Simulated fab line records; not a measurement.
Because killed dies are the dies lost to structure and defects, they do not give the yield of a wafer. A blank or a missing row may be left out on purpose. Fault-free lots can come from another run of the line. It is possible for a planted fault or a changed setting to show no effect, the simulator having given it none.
fab line records    flow n5_finfet    part 1 of 2: steps 1 to 4 of 6
record lots=19  wafers=57  last_day=17
route steps=1938 shown BEOL_M11@1578 BEOL_M12@1635
lots untouched by any fault: they come from a run of this same line in which no faults occurred
start_h: start of the lot's first displayed wafer, in hours after the record's first day    wait_h: hours elapsed since this lot's preceding step    " identical to the entry in the row above    L1.1+2: a row that stands for several wafers    - no value, or no start was given    * or withheld: withheld    < > ~ a bound
route shown NAME@n: names a module that has steps shown in the file, with the first one's number in the route    usual: average and standard deviation across the fault-free wafers    same: alike in all rows    chamber/n: place in a boat    sites: readings site by site    _std_site: their standard deviation    _edge_site: mean of outer sites minus mean of inner sites    radius_mm: for every site, how far away it sits from the centre of the wafer    mask NAME#n: copy n    behind: the tool/chamber that last shaped the wafer    hold: reason for holding the lot/hours on hold/outcome of the hold    device: transistor that didn't switch, given as n, p or np    end of line: the same wafers' tests at the end of the route    a step with no rows: only its recipe    killed: the dies lost at the first sort to structure and to defects; this is not the yield of the wafer    map: shows each die of a wafer: x if killed, . if not, _ if none is there
set.NAME: the setting the step ran with; set.NAME@STEP: the setting that earlier step ran with    model.NAME: the simulator's own value behind a step, which no gauge read
steps of the route over a sample of lots; a table a step, a row a wafer
services: a tool's chamber out of use, with start hour (start_h, from the record's first day; less than 0 if before it), hours out, and reason
## steps
# step N5_BEOL_M11_TRENCH_ETCH_37
# recipe chemistry=C4F6/O2  target_depth_a=1488.3  target=SiCOH_lowk  time_s=48  ion_energy_ev=250  pressure_mtorr=30  source_w=345  bias_w=185  Ar_flow_sccm=300  C4F6_flow_sccm=10  O2_flow_sccm=10
# usual O2_flow_sccm=10.000/0.028  drypump_motor_current_A=5.6/0.39  mfc_ar_sccm=299.8/0.9  oes_product_au=0.79/0.084  rf_fwd_power_W=341.6/1.1  rf_vpp_V=666/10  showerhead_plenum_p_Torr=2.83/0.11  throttle_valve_pct=20.85/0.2
# same time_s=48
lot.wafer  tool         chamber  start_h  wait_h  O2_flow_sccm  drypump_motor_current_A  mfc_ar_sccm  oes_product_au  rf_fwd_power_W  rf_hours_counter_h  rf_vpp_V  showerhead_plenum_p_Torr  throttle_valve_pct
L075.1     rie_diel-03  2        -        -       9.992         5.1                      298.9        0.71            341.7           234                 661       2.92                      21.04
L075.2     "            3        "        "       9.984         5.5                      298.6        0.73            341.5           154                 674       2.85                      20.71
L075.4     "            1        "        "       9.984         5.0                      300.4        0.71            341.2           210                 662       2.70                      20.89
L076.2     rie_diel-03  1        -        -       10.005        5.0                      299.8        0.70            339.2           215                 661       2.70                      20.88
L076.5     "            1        "        "       10.017        5.0                      300.0        0.71            341.3           -                   661       2.70                      20.89
L076.6     "            2        "        "       9.992         5.1                      299.2        0.70            342.2           -                   661       2.92                      21.06
L077.1     rie_diel-03  3        -        -       9.998         5.4                      301.5        0.72            340.4           161                 674       2.85                      20.72
L077.2     "            1        "        "       9.962         5.0                      298.6        0.70            340.7           216                 662       2.70                      20.89
L077.4     "            2        "        "       9.979         5.1                      298.5        0.70            341.6           240                 662       2.92                      21.06
L079.3     rie_diel-05  3        -        -       10.028        5.8                      299.4        0.70            340.7           204                 667       2.71                      21.11
L079.4     "            1        "        "       10.008        6.2                      298.8        0.90            342.2           23                  675       3.04                      20.85
L079.6     "            3        "        "       10.029        5.8                      299.3        0.70            341.8           -                   669       2.71                      21.11
L080.1     rie_diel-02  2        -        -       10.009        5.5                      300.2        0.84            342.3           54                  669       2.79                      20.78
L080.2     "            3        "        "       9.965         6.2                      300.8        0.91            340.3           16                  665       3.01                      20.79
L080.6     "            3        "        "       9.956         6.2                      301.9        0.91            340.3           -                   666       3.01                      20.76
L081.2     rie_diel-03  3        -        -       10.003        5.4                      300.0        0.72            341.8           164                 674       2.85                      20.72
L081.4     "            1        "        "       9.997         5.0                      300.1        0.69            339.0           225                 661       2.69                      20.89
L081.5     "            2        "        "       9.990         5.1                      299.9        0.69            340.3           -                   661       2.92                      21.06
L082.1     rie_diel-03  3        -        -       10.035        5.4                      300.6        0.71            341.3           166                 676       2.85                      20.71
L082.4     "            1        "        "       10.067        5.0                      301.0        0.69            340.5           -                   661       2.69                      20.90
L082.6     "            3        "        "       9.998         5.5                      300.1        0.71            341.0           -                   675       2.85                      20.71
L083.2     rie_diel-02  0        -        -       10.030        5.3                      298.8        0.82            343.8           73                  678       2.89                      20.81
L083.5     "            2        "        "       9.996         5.6                      299.6        0.83            343.0           -                   667       2.79                      20.77
L083.6     "            1        "        "       10.011        5.8                      298.8        0.89            340.3           -                   669       2.80                      20.41
L084.3     rie_diel-03  0        -        -       9.998         5.9                      298.9        0.77            342.7           154                 640       2.73                      20.93
L084.4     "            3        "        "       9.993         5.5                      298.8        0.71            342.9           -                   675       2.85                      20.73
L084.5     "            0        "        "       10.016        5.9                      299.3        0.77            343.7           -                   640       2.73                      20.91
L085.2     rie_diel-02  2        -        -       10.028        5.5                      300.1        0.84            342.1           57                  669       2.79                      20.78
L085.4     "            0        "        "       9.992         5.3                      301.1        0.80            344.2           74                  679       2.89                      20.82
L085.6     "            3        "        "       9.984         6.2                      300.2        0.90            340.7           -                   666       3.01                      20.77
L088.2     rie_diel-02  3        -        -       10.000        6.2                      299.5        0.87            342.4           32                  665       3.00                      20.80
L088.3     "            1        "        "       10.024        5.8                      299.2        0.88            341.5           42                  669       2.80                      20.42
L088.4     "            1        "        "       9.982         5.9                      299.5        0.87            340.6           -                   668       2.80                      20.43
L089.2     rie_diel-05  2        -        -       9.942         5.3                      298.7        0.91            342.1           23                  671       2.87                      20.97
L089.4     "            0        "        "       9.997         5.4                      299.2        0.70            339.9           204                 671       2.72                      21.22
L089.6     "            0        "        "       9.995         5.4                      300.1        0.69            339.0           -                   672       2.72                      21.21
L091.3     rie_diel-02  3        -        -       10.011        6.2                      299.8        0.86            340.8           35                  665       3.00                      20.81
L091.4     "            3        "        "       10.020        6.2                      299.0        0.87            341.0           -                   666       3.00                      20.82
L091.5     "            1        "        "       10.010        5.8                      301.0        0.86            342.1           -                   669       2.79                      20.43
L090.2     rie_diel-02  1        -        -       10.032        5.9                      300.9        0.86            343.6           46                  669       2.79                      20.43
L090.3     "            3        "        "       9.976         6.2                      300.6        0.86            341.6           36                  665       3.00                      20.81
L090.4     "            3        "        "       9.990         6.2                      299.9        0.87            341.9           -                   665       3.00                      20.80
L092.2     rie_diel-02  1        -        -       10.009        5.9                      300.5        0.86            341.5           48                  667       2.79                      20.44
L092.3     "            3        "        "       10.001        6.2                      298.7        0.86            341.8           38                  664       3.00                      20.81
L092.4     "            0        "        "       10.023        5.3                      300.2        0.79            344.0           -                   678       2.88                      20.83
L094.1     rie_diel-03  0        -        -       9.980         5.9                      298.8        0.75            342.3           176                 640       2.72                      20.96
L094.3     "            2        "        "       9.997         5.1                      300.5        0.91            341.5           15                  661       2.91                      20.72
L094.5     "            3        "        "       9.962         5.4                      300.1        0.70            341.2           -                   674       2.84                      20.76
L093.1     rie_diel-03  0        -        -       10.003        5.9                      299.7        0.76            343.5           176                 641       2.72                      20.96
L093.3     "            1        "        "       9.955         5.0                      299.3        0.68            341.0           250                 661       2.68                      20.95
L093.4     "            2        "        "       9.992         5.1                      300.3        0.91            341.5           15                  662       2.91                      20.73
L097.4     rie_diel-05  1        -        -       9.987         6.1                      300.3        0.85            342.0           50                  673       3.03                      20.89
L097.5     "            3        "        "       9.982         5.8                      300.0        0.68            340.7           -                   668       2.70                      21.16
L097.6     "            0        "        "       9.975         5.4                      298.6        0.69            341.7           -                   672       2.72                      21.25
L096.1     rie_diel-03  3        -        -       9.982         5.5                      299.8        0.69            340.2           192                 673       2.84                      20.77
L096.4     "            0        "        "       9.967         5.9                      299.6        0.74            341.5           -                   641       2.72                      20.95
L096.6     "            2        "        "       10.024        5.1                      299.3        0.90            339.5           -                   661       2.91                      20.71
# step N5_BEOL_M11_STRIP_77
# recipe chemistry=N2/H2  time_s=10  power_w=450  temp_c=40  pressure_mtorr=20  rf_frequency_hz=6e+07  bias_power_w=7  n2_flow_sccm=200  h2_flow_sccm=200
# usual drypump_motor_current_A=5.6/0.39  oes_product_au=0.79/0.083  rf_vpp_V=59.1/0.9  showerhead_plenum_p_Torr=2.52/0.1  temp_c=39.99/0.1  throttle_valve_pct=23.5/0.39
# same time_s=10
lot.wafer  tool         chamber  start_h  wait_h  drypump_motor_current_A  oes_product_au  rf_hours_counter_h  rf_vpp_V  showerhead_plenum_p_Torr  temp_c  throttle_valve_pct
L075.1     rie_diel-03  2        -        -       5.1                      0.70            234                 58.3      2.62                      39.82   24.1
L075.2     "            3        "        "       5.5                      0.73            154                 58.5      2.53                      39.96   23.1
L075.4     "            1        "        "       5.0                      0.72            210                 58.5      2.41                      40.00   23.7
L076.2     rie_diel-03  1        -        -       5.0                      0.72            215                 57.6      2.40                      39.99   23.7
L076.5     "            1        "        "       5.0                      0.71            -                   59.7      2.40                      40.04   23.7
L076.6     "            2        "        "       5.1                      0.70            -                   59.2      2.61                      39.85   24.1
L077.1     rie_diel-03  3        -        -       5.4                      0.73            161                 59.0      2.52                      40.09   23.1
L077.2     "            1        "        "       5.0                      0.71            216                 59.9      2.40                      40.04   23.7
L077.4     "            2        "        "       5.1                      0.70            240                 59.7      2.61                      39.99   24.1
L079.3     rie_diel-05  3        -        -       5.8                      0.71            204                 59.5      2.41                      40.06   23.7
L079.4     "            1        "        "       6.1                      0.90            23                  59.9      2.71                      39.82   23.4
L079.6     "            3        "        "       5.8                      0.71            -                   59.2      2.41                      39.85   23.7
L080.1     rie_diel-02  2        -        -       5.5                      0.84            54                  57.7      2.48                      40.09   23.4
L080.2     "            3        "        "       6.2                      0.91            16                  61.0      2.71                      40.01   23.9
L080.6     "            3        "        "       6.2                      0.91            -                   59.2      2.70                      40.07   23.9
L081.2     rie_diel-03  3        -        -       5.5                      0.73            164                 59.2      2.52                      39.90   23.1
L081.4     "            1        "        "       5.0                      0.70            225                 58.3      2.40                      39.93   23.7
L081.5     "            2        "        "       5.1                      0.69            -                   58.0      2.61                      39.99   24.1
L082.1     rie_diel-03  3        -        -       5.5                      0.72            166                 59.9      2.52                      40.01   23.1
L082.4     "            1        "        "       5.0                      0.70            -                   58.6      2.40                      39.92   23.7
L082.6     "            3        "        "       5.5                      0.72            -                   58.7      2.52                      40.25   23.1
L083.2     rie_diel-02  0        -        -       5.3                      0.81            73                  59.6      2.57                      39.80   23.4
L083.5     "            2        "        "       5.5                      0.84            -                   58.5      2.48                      39.91   23.4
L083.6     "            1        "        "       5.8                      0.90            -                   59.6      2.47                      40.03   22.9
L084.3     rie_diel-03  0        -        -       5.9                      0.76            154                 58.0      2.40                      39.92   23.2
L084.4     "            3        "        "       5.5                      0.72            -                   61.0      2.52                      39.90   23.1
L084.5     "            0        "        "       5.9                      0.77            -                   58.0      2.40                      40.12   23.2
L085.2     rie_diel-02  2        -        -       5.6                      0.84            57                  58.3      2.47                      39.82   23.4
L085.4     "            0        "        "       5.3                      0.81            74                  59.8      2.57                      40.01   23.5
L085.6     "            3        "        "       6.2                      0.91            -                   57.9      2.70                      40.05   23.9
L088.2     rie_diel-02  3        -        -       6.2                      0.87            32                  60.9      2.70                      40.10   23.9
L088.3     "            1        "        "       5.9                      0.86            42                  57.6      2.47                      39.88   22.9
L088.4     "            1        "        "       5.9                      0.86            -                   57.8      2.47                      39.96   22.9
L089.2     rie_diel-05  2        -        -       5.2                      0.89            23                  60.0      2.59                      39.95   23.9
L089.4     "            0        "        "       5.5                      0.70            204                 58.8      2.43                      40.08   24.2
L089.6     "            0        "        "       5.5                      0.69            -                   59.5      2.43                      39.96   24.2
L091.3     rie_diel-02  3        -        -       6.2                      0.87            35                  59.5      2.70                      39.85   23.9
L091.4     "            3        "        "       6.2                      0.87            -                   60.3      2.70                      39.94   23.9
L091.5     "            1        "        "       5.8                      0.86            -                   60.2      2.47                      40.04   22.9
L090.2     rie_diel-02  1        -        -       5.8                      0.86            46                  59.4      2.47                      39.96   22.9
L090.3     "            3        "        "       6.2                      0.87            36                  59.2      2.70                      39.93   23.9
L090.4     "            3        "        "       6.2                      0.88            -                   60.3      2.70                      40.00   23.9
L092.2     rie_diel-02  1        -        -       5.8                      0.86            48                  59.4      2.47                      39.92   22.9
L092.3     "            3        "        "       6.2                      0.87            38                  59.3      2.70                      40.16   23.9
L092.4     "            0        "        "       5.3                      0.79            -                   58.4      2.56                      39.91   23.5
L094.1     rie_diel-03  0        -        -       6.0                      0.74            176                 58.6      2.40                      40.00   23.2
L094.3     "            2        "        "       5.1                      0.91            15                  59.1      2.60                      40.04   23.7
L094.5     "            3        "        "       5.5                      0.71            -                   59.0      2.51                      39.92   23.1
L093.1     rie_diel-03  0        -        -       5.9                      0.75            177                 59.5      2.40                      39.98   23.2
L093.3     "            1        "        "       5.0                      0.70            250                 58.8      2.39                      40.11   23.8
L093.4     "            2        "        "       5.1                      0.92            15                  58.9      2.60                      40.07   23.7
L097.4     rie_diel-05  1        -        -       6.1                      0.85            50                  61.0      2.70                      39.90   23.5
L097.5     "            3        "        "       5.8                      0.68            -                   58.2      2.40                      39.89   23.8
L097.6     "            0        "        "       5.5                      0.69            -                   59.1      2.42                      40.09   24.2
L096.1     rie_diel-03  3        -        -       5.5                      0.69            192                 59.3      2.51                      40.03   23.1
L096.4     "            0        "        "       5.9                      0.74            -                   57.3      2.40                      39.80   23.2
L096.6     "            2        "        "       5.1                      0.90            -                   60.4      2.60                      40.05   23.7
# step N5_BEOL_M11_CURE_72
# recipe temp_c=370  time_s=120  ambient=DMADMS/He  material=SiCOH_lowk
# usual lamp_power_pct=52.32/0.054  wafer_temp_C_max=371.7/0.59
# same time_s=120
lot.wafer  tool        chamber  start_h  wait_h  lamp_power_pct  wafer_temp_C_max
L075.1     uv_cure-02  0        225.81   0.0     52.41           371.2
L075.2     "           0        "        "       52.25           371.3
L075.4     "           0        "        "       52.30           371.2
L076.2     uv_cure-03  1        245.74   0.1     52.37           371.7
L076.5     "           1        "        "       52.30           371.9
L076.6     "           1        "        "       52.27           371.5
L077.1     uv_cure-02  1        250.39   0.0     52.33           371.2
L077.2     "           1        "        "       52.30           371.3
L077.4     "           1        "        "       52.37           371.3
L079.3     uv_cure-02  0        262.53   0.5     52.30           371.2
L079.4     "           0        "        "       52.24           371.2
L079.6     "           0        "        "       52.25           371.1
L080.1     uv_cure-02  1        275.63   0.0     52.35           371.1
L080.2     "           1        "        "       52.36           371.2
L080.6     "           1        "        "       52.34           371.6
L081.2     uv_cure-01  0        276.87   0.1     52.41           373.6
L081.4     "           0        "        "       52.35           373.0
L081.5     "           0        "        "       52.31           372.8
L082.1     uv_cure-01  2        285.24   0.0     52.38           371.1
L082.4     "           2        "        "       52.31           371.8
L082.6     "           2        "        "       52.34           371.0
L083.2     uv_cure-02  1        287.39   0.2     52.30           371.8
L083.5     "           1        "        "       52.33           371.5
L083.6     "           1        "        "       52.25           370.9
L084.3     uv_cure-03  1        287.88   0.5     52.30           371.6
L084.4     "           1        "        "       52.31           371.6
L084.5     "           1        "        "       52.25           372.1
L085.2     uv_cure-01  0        290.24   0.1     52.32           372.3
L085.4     "           0        "        "       52.29           371.8
L085.6     "           0        "        "       52.20           371.8
L088.2     uv_cure-02  1        324.37   0.1     52.24           371.3
L088.3     "           1        "        "       52.30           371.5
L088.4     "           1        "        "       52.26           371.3
L089.2     uv_cure-01  0        324.61   0.1     52.39           372.6
L089.4     "           0        "        "       52.34           373.6
L089.6     "           0        "        "       52.39           372.6
L091.3     uv_cure-02  2        330.77   0.1     52.28           372.2
L091.4     "           2        "        "       52.26           372.0
L091.5     "           2        "        "       52.38           371.6
L090.2     uv_cure-01  1        333.22   0.3     52.26           371.2
L090.3     "           1        "        "       52.29           371.0
L090.4     "           1        "        "       52.38           370.9
L092.2     uv_cure-03  2        338.29   0.1     52.27           371.5
L092.3     "           2        "        "       52.30           371.7
L092.4     "           2        "        "       52.34           371.7
L094.1     uv_cure-03  0        351.75   0.1     52.28           371.6
L094.3     "           0        "        "       52.33           371.7
L094.5     "           0        "        "       52.36           371.9
L093.1     uv_cure-01  1        353.06   0.0     52.35           371.5
L093.3     "           1        "        "       52.32           371.5
L093.4     "           1        "        "       52.27           371.8
L097.4     uv_cure-02  0        360.12   0.3     52.29           371.2
L097.5     "           0        "        "       52.24           371.4
L097.6     "           0        "        "       52.28           371.4
L096.1     uv_cure-01  0        360.21   0.0     52.28           372.2
L096.4     "           0        "        "       52.33           372.5
L096.6     "           0        "        "       52.25           372.6
# step N5_BEOL_M11_SPUTTER_48
# recipe material=Cu  target_thk_a=120  temp_c=-20  bias_v=60  power_w=26000  chamber_pressure_pa=0.13  time_s=2
# usual throttle_valve_pct=29.8/0.93
# same time_s=2
lot.wafer  tool            chamber  start_h  wait_h  throttle_valve_pct
L075.1     pvd_sputter-01  -        227.67   0.4     31.1
L075.2     "               -        "        "       30.2
L075.4     "               -        "        "       29.9
L076.2     pvd_sputter-03  -        247.74   0.2     30.5
L076.5     "               -        "        "       30.3
L076.6     "               -        "        "       30.4
L077.1     pvd_sputter-01  -        252.00   0.2     30.2
L077.2     "               -        "        "       30.3
L077.4     "               -        "        "       29.5
L079.3     pvd_sputter-02  -        264.22   0.7     28.1
L079.4     "               -        "        "       28.8
L079.6     "               -        "        "       28.5
L080.1     pvd_sputter-01  -        277.64   0.1     30.2
L080.2     "               -        "        "       29.4
L080.6     "               -        "        "       30.3
L081.2     pvd_sputter-02  -        281.14   3.1     30.1
L081.4     "               -        "        "       28.2
L081.5     "               -        "        "       28.4
L082.1     pvd_sputter-02  -        286.62   0.1     30.5
L082.4     "               -        "        "       30.4
L082.6     "               -        "        "       28.1
L083.2     pvd_sputter-02  -        288.24   0.1     28.7
L083.5     "               -        "        "       30.1
L083.6     "               -        "        "       28.2
L084.3     pvd_sputter-02  -        290.40   0.1     27.9
L084.4     "               -        "        "       30.2
L084.5     "               -        "        "       30.2
L085.2     pvd_sputter-01  -        291.11   0.1     31.3
L085.4     "               -        "        "       30.1
L085.6     "               -        "        "       30.0
L088.2     pvd_sputter-01  -        325.40   0.1     29.4
L088.3     "               -        "        "       30.3
L088.4     "               -        "        "       30.1
L089.2     pvd_sputter-02  -        325.75   0.1     28.2
L089.4     "               -        "        "       28.7
L089.6     "               -        "        "       28.7
L091.3     pvd_sputter-01  -        333.05   0.1     29.7
L091.4     "               -        "        "       30.2
L091.5     "               -        "        "       29.3
L090.2     pvd_sputter-01  -        334.96   0.1     30.2
L090.3     "               -        "        "       31.2
L090.4     "               -        "        "       30.2
L092.2     pvd_sputter-03  -        339.58   0.1     30.4
L092.3     "               -        "        "       28.3
L092.4     "               -        "        "       29.3
L094.1     pvd_sputter-02  -        353.37   0.2     28.4
L094.3     "               -        "        "       28.0
L094.5     "               -        "        "       27.9
L093.1     pvd_sputter-03  -        354.46   0.1     28.7
L093.3     "               -        "        "       29.5
L093.4     "               -        "        "       30.1
L097.4     pvd_sputter-03  -        361.30   0.1     28.3
L097.5     "               -        "        "       28.2
L097.6     "               -        "        "       29.8
L096.1     pvd_sputter-02  -        361.49   0.1     30.7
L096.4     "               -        "        "       30.0
L096.6     "               -        "        "       30.4
